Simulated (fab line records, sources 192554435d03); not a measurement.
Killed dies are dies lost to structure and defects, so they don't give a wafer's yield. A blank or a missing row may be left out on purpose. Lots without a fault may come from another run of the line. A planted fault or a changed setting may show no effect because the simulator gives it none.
Problem report in the 8D (eight disciplines) form, filled by code | flow n5_finfet | the parts of the form that need people (team, actions taken, sign-off) are left out

1. THE PROBLEM
M11_ILD_THK at N5_BEOL_M11_THK_MEAS_01 reads a mean of 191 nm on 1 wafer of 1 lot; wafers without a fault read 268 nm with a standard deviation of 3.4. That is -23 standard deviations from the usual mean.
First seen on wafer L702.6, day 12 16:36, on film_metro-02. The record holds 33 wafers of 11 lots with a number at this step. Rule for "out", or "out of limits": more than 4 standard deviations from the usual mean. The other wafers with a number count as sound.

2. WHAT IT IS AND WHAT IT IS NOT
question                    | is                | is not
which readings at this step | M11_ILD_THK       | -
which lots                  | L702              | L693, L695, L706, L707, L708, L710, L712, L714, L715, L716
which wafers of those lots  | L702.6            | L702.1, L702.2
read on which gauges        | film_metro-02     | film_metro-01
when                        | from day 12 16:36 | up to then (8 sound wafers); but 24 sound wafers of L706, L707, L708, L710, L712, L714, L715, L716 came after

3. SUSPECTS, AND WHAT RULES EACH OUT
Counting: a tool at a process step up to the reading stays a suspect if it ran every lot that is out. Sound lots after the first of them don't rule it out here, since some wafers of a struck lot are sound.
- the gauge at N5_BEOL_M11_THK_MEAS_01: ruled out. All the wafers that are out were read on film_metro-02, but those of them that N5_BEOL_M11_ILD_DEP_00 has rows for are out there too, on other tools.
- uv_cure-02 at N5_BEOL_M10_CURE_72 (cures SiCOH lowk, time 120 s): kept. It ran the lot that is out, L702 (day 12 13:38); its last sound lot up to then is L695 (day 10 14:03).
- pecvd-04 at N5_BEOL_M10_DEP_56 (deposits SiCN from 3MS/NH3, target thk 15 nm, time 26.5 s): kept. It ran the lot that is out, L702 (day 12 15:51); its last sound lot up to then is L695 (day 10 16:22).
- pecvd-01 at N5_BEOL_M11_ILD_DEP_00 (deposits SiCOH lowk from DEMS/porogen, target thk 308.51 nm, time 58 s): kept. It ran the lot that is out, L702 (day 12 16:01); its last sound lot up to then is L695 (day 10 16:31). Its own readings are out on those wafers: run_length_s.
- uv_cure-01 at N5_BEOL_M11_CURE_71 (cures SiCOH lowk, time 240 s): kept. It ran the lot that is out, L702 (day 12 16:05).
Left after counting: uv_cure-02 at N5_BEOL_M10_CURE_72, pecvd-04 at N5_BEOL_M10_DEP_56, pecvd-01 at N5_BEOL_M11_ILD_DEP_00, uv_cure-01 at N5_BEOL_M11_CURE_71.

4. THE CAUSE (what the simulator had put in)
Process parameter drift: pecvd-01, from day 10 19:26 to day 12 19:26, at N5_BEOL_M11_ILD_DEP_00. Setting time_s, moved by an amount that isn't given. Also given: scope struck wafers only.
Counting left 4 suspects, and this tool is among them.

5. THE CHAIN OF EFFECTS, in route order
Each row: a reading whose mean over the struck wafers that have a number lies more than 3 standard deviations from the usual. Only readings for which the record gives a usual standard deviation are gone through. hours: the time from each lot's start at the first step in this table that gives one to its start at this step, as a median over the lots. sigmas: the change in usual standard deviations.
hours | step                    | reading      | usual   | on struck wafers | change | sigmas
0     | N5_BEOL_M11_ILD_DEP_00  | run_length_s | 100.9 s | 81.7             | -19.2  | -29
1     | N5_BEOL_M11_THK_MEAS_01 | M11_ILD_THK  | 268 nm  | 191              | -77    | -23
The process steps in it:
- N5_BEOL_M11_ILD_DEP_00: deposits SiCOH lowk from DEMS/porogen, target thk 308.51 nm, time 58 s.

6. WHAT WOULD HAVE CAUGHT IT SOONER
In this record the first reading out of limits at a measuring or inspecting step was taken at day 12 16:36, 45 hours after the fault began at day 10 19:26.
The tool's own readings at N5_BEOL_M11_ILD_DEP_00 were out on every struck wafer that the step has a row for (run_length_s): an alarm limit on them would have fired on the first of those.
All the lots that are out (1) had begun N5_BEOL_M11_ILD_DEP_00 on pecvd-01 by day 12 16:36. A hold on the tool at that time would have spared none of them.
